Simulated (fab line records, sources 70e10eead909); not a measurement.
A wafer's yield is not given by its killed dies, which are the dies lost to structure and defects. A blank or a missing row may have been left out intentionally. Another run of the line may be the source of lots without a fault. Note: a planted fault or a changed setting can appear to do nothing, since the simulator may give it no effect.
Chamber matching || flow nand_harc || NHARC_A_STAIRCASE_TRIM_20 on rie_diel-13 has 4 sister chambers
The step chemistry O2, time 211.2 s. 4 wafers are shown with their chamber, then 7 later ones without.

EACH WAFER AND ITS CHAMBER
{"wafer": "L088.3", "chamber": 2, "drypump_motor_current_A (A)": 5.6}
{"wafer": "L088.5", "chamber": 3, "drypump_motor_current_A (A)": 5.7}
{"wafer": "L091.2", "chamber": 0, "drypump_motor_current_A (A)": 5.3}
{"wafer": "L091.4", "chamber": 1, "drypump_motor_current_A (A)": 5.6}

WAFERS WITH NO CHAMBER GIVEN
{"wafer": "L091.6", "drypump_motor_current_A (A)": 5.3}
{"wafer": "L094.1", "drypump_motor_current_A (A)": 5.7}
{"wafer": "L094.4", "drypump_motor_current_A (A)": 5.6}
{"wafer": "L094.5", "drypump_motor_current_A (A)": 5.3}
{"wafer": "L095.2", "drypump_motor_current_A (A)": 5.5}
{"wafer": "L095.5", "drypump_motor_current_A (A)": 5.3}
{"wafer": "L095.6", "drypump_motor_current_A (A)": 5.6}

WHICH CHAMBER EACH ONE RAN IN
{"wafer": "L091.6", "from the rows above": 0, "in truth": 0}
{"wafer": "L094.1", "from the rows above": 3, "in truth": 3}
{"wafer": "L094.4", "from the rows above": "can't be placed: 1 or 2", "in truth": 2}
{"wafer": "L094.5", "from the rows above": 0, "in truth": 0}
{"wafer": "L095.2", "from the rows above": "can't be placed: 1 or 2", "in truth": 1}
{"wafer": "L095.5", "from the rows above": 0, "in truth": 0}
{"wafer": "L095.6", "from the rows above": "can't be placed: 1 or 2", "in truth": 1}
Correctly placed: 4 of 7. Cannot be placed on the basis of these rows: 3; the candidates contain the true chamber in 3. Wrongly placed: 0.
How it was worked out, from the rows above alone: a wafer's distance from a chamber is the root of the sum, over the readings, of the square of ((its reading less the chamber's mean) divided by the reading's scatter). If the next closest chamber is less than 2 further off than the closest, the wafer can't be placed; otherwise it belongs to the closest. A chamber's mean is the mean of its shown wafers. The scatter: root of mean squared gap, hidden wafer to nearest shown wafer, with one shown wafer a chamber.
